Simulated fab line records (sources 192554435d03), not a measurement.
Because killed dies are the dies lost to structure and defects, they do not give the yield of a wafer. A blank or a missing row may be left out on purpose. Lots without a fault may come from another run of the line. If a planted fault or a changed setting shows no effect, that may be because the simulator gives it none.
Commonality check across tools || flow n5Finfet || 14 lots and 42 wafers in the sample

REASON FOR OPENING
At N5_PMOS_HMC_CHANNEL_EPI_THK_MEAS_22 the reading HMC_CMP_THK is flagged on 2 of 14 lots. Fault-free wafers read 53.7 nm, with a standard deviation of 0.76.
Rule: a lot gets a flag if all its wafers with a number sit over 4 standard deviations from that mean, or if no wafer of it has a number. The rest of the lots are taken to be sound.

{"lot": "L101", "measured": "day 2 08:59", "on": "filmMetro-02", "HMC_CMP_THK (nm), wafer by wafer": "54.2 54.3 53.8", "flag": ""}
{"lot": "L102", "measured": "day 2 14:59", "on": "filmMetro-01", "HMC_CMP_THK (nm), wafer by wafer": "53.7 54.3 54.0", "flag": ""}
{"lot": "L103", "measured": "day 2 21:12", "on": "filmMetro-02", "HMC_CMP_THK (nm), wafer by wafer": "53.9 54.0 54.0", "flag": ""}
{"lot": "L104", "measured": "day 3 03:35", "on": "filmMetro-02", "HMC_CMP_THK (nm), wafer by wafer": "53.2 53.0 52.3", "flag": ""}
{"lot": "L106", "measured": "day 3 13:36", "on": "filmMetro-01", "HMC_CMP_THK (nm), wafer by wafer": "54.4 54.3 54.4", "flag": ""}
{"lot": "L107", "measured": "day 3 20:26", "on": "filmMetro-02", "HMC_CMP_THK (nm), wafer by wafer": "53.8 53.9 54.9", "flag": ""}
{"lot": "L108", "measured": "day 4 03:52", "on": "filmMetro-01", "HMC_CMP_THK (nm), wafer by wafer": "54.5 54.3 54.8", "flag": ""}
{"lot": "L109", "measured": "day 4 08:58", "on": "filmMetro-02", "HMC_CMP_THK (nm), wafer by wafer": "59.6 59.8 59.4", "flag": "FLAGGED"}
{"lot": "L110", "measured": "day 4 15:29", "on": "filmMetro-02", "HMC_CMP_THK (nm), wafer by wafer": "59.1 59.0 58.7", "flag": "FLAGGED"}
{"lot": "L111", "measured": "day 4 20:04", "on": "filmMetro-02", "HMC_CMP_THK (nm), wafer by wafer": "53.2 53.2 53.9", "flag": ""}
{"lot": "L119", "measured": "day 6 19:39", "on": "filmMetro-01", "HMC_CMP_THK (nm), wafer by wafer": "53.5 53.9 53.8", "flag": ""}
{"lot": "L120", "measured": "day 7 01:49", "on": "filmMetro-01", "HMC_CMP_THK (nm), wafer by wafer": "53.8 53.8 53.2", "flag": ""}
{"lot": "L121", "measured": "day 7 08:14", "on": "filmMetro-02", "HMC_CMP_THK (nm), wafer by wafer": "53.5 54.2 54.4", "flag": ""}
{"lot": "L122", "measured": "day 7 14:53", "on": "filmMetro-01", "HMC_CMP_THK (nm), wafer by wafer": "55.1 54.4 54.3", "flag": ""}
The mean of the flagged lots' numbers is 59.3 nm, +5.6 nm from the usual (+7 standard deviations).

EACH LOT AND THE TOOL IT RAN ON
The record holds 1 process step before the reading, out of a route of 1938 steps. In each cell: the tool, then ch and the chambers that the sampled wafers went through, then the start.
{"lot": "L101", "flag": "", "N5_PMOS_HMC_CHANNEL_EPI_CMP_21": "cmp-04 ch 0,1, day 2 08:41"}
{"lot": "L102", "flag": "", "N5_PMOS_HMC_CHANNEL_EPI_CMP_21": "cmp-01 ch 0,1,3, day 2 14:46"}
{"lot": "L103", "flag": "", "N5_PMOS_HMC_CHANNEL_EPI_CMP_21": "cmp-03 ch 0,2,3, day 2 20:56"}
{"lot": "L104", "flag": "", "N5_PMOS_HMC_CHANNEL_EPI_CMP_21": "cmp-03 ch 0,1,3, day 3 03:17"}
{"lot": "L106", "flag": "", "N5_PMOS_HMC_CHANNEL_EPI_CMP_21": "cmp-01 ch 1,2,3, day 3 13:23"}
{"lot": "L107", "flag": "", "N5_PMOS_HMC_CHANNEL_EPI_CMP_21": "cmp-03 ch 0,3, day 3 20:11"}
{"lot": "L108", "flag": "", "N5_PMOS_HMC_CHANNEL_EPI_CMP_21": "cmp-01 ch 1,3, day 4 03:37"}
{"lot": "L109", "flag": "FLAGGED", "N5_PMOS_HMC_CHANNEL_EPI_CMP_21": "cmp-01 ch 0,2,3, day 4 08:41"}
{"lot": "L110", "flag": "FLAGGED", "N5_PMOS_HMC_CHANNEL_EPI_CMP_21": "cmp-04 ch 0,2,3, day 4 15:13"}
{"lot": "L111", "flag": "", "N5_PMOS_HMC_CHANNEL_EPI_CMP_21": "cmp-04 ch 1,2,3, day 4 19:48"}
{"lot": "L119", "flag": "", "N5_PMOS_HMC_CHANNEL_EPI_CMP_21": "cmp-01 ch 0,2, day 6 19:23"}
{"lot": "L120", "flag": "", "N5_PMOS_HMC_CHANNEL_EPI_CMP_21": "cmp-01 ch 0,2,3, day 7 01:33"}
{"lot": "L121", "flag": "", "N5_PMOS_HMC_CHANNEL_EPI_CMP_21": "cmp-01 ch 0,1,3, day 7 07:56"}
{"lot": "L122", "flag": "", "N5_PMOS_HMC_CHANNEL_EPI_CMP_21": "cmp-01 ch 0,1,3, day 7 14:40"}
These steps, and what they do:
- N5_PMOS_HMC_CHANNEL_EPI_CMP_21: polishes SiGe30, target thk 54 nm.
- N5_PMOS_HMC_CHANNEL_EPI_THK_MEAS_22

FLAGGED AGAINST TOTAL, ONE TOOL AT A TIME (gauges that did the reading follow at the end)
{"step": "N5_PMOS_HMC_CHANNEL_EPI_CMP_21", "tool": "cmp-01", "lots run": 8, "flagged": 1, "share of the flagged lots": "some", "sound lots run after its first flagged lot": "4 (L119,L120,L121,L122)"}
{"step": "N5_PMOS_HMC_CHANNEL_EPI_CMP_21", "tool": "cmp-03", "lots run": 3, "flagged": 0, "share of the flagged lots": "none", "sound lots run after its first flagged lot": "-"}
{"step": "N5_PMOS_HMC_CHANNEL_EPI_CMP_21", "tool": "cmp-04", "lots run": 3, "flagged": 1, "share of the flagged lots": "some", "sound lots run after its first flagged lot": "1 (L111)"}
{"step": "N5_PMOS_HMC_CHANNEL_EPI_THK_MEAS_22", "tool": "filmMetro-01", "lots run": 6, "flagged": 0, "share of the flagged lots": "none", "sound lots run after its first flagged lot": "-"}
{"step": "N5_PMOS_HMC_CHANNEL_EPI_THK_MEAS_22", "tool": "filmMetro-02", "lots run": 8, "flagged": 2, "share of the flagged lots": "all", "sound lots run after its first flagged lot": "2 (L111,L121)"}

THE TABLE: WHAT IT ALLOWS
Rows of the table that ran each flagged lot: 1, that is filmMetro-02 at N5_PMOS_HMC_CHANNEL_EPI_THK_MEAS_22.
- filmMetro-02 at N5_PMOS_HMC_CHANNEL_EPI_THK_MEAS_22 ran 8 lots, 2 of them flagged. Lots that were sound ran on it after the first flagged one (L111, L121); a persistent fault on the entire tool would not allow that.
Not one row of the table ran every flagged lot while running no sound lot after the first.

WHAT HAD BEEN PUT IN BY THE SIMULATOR
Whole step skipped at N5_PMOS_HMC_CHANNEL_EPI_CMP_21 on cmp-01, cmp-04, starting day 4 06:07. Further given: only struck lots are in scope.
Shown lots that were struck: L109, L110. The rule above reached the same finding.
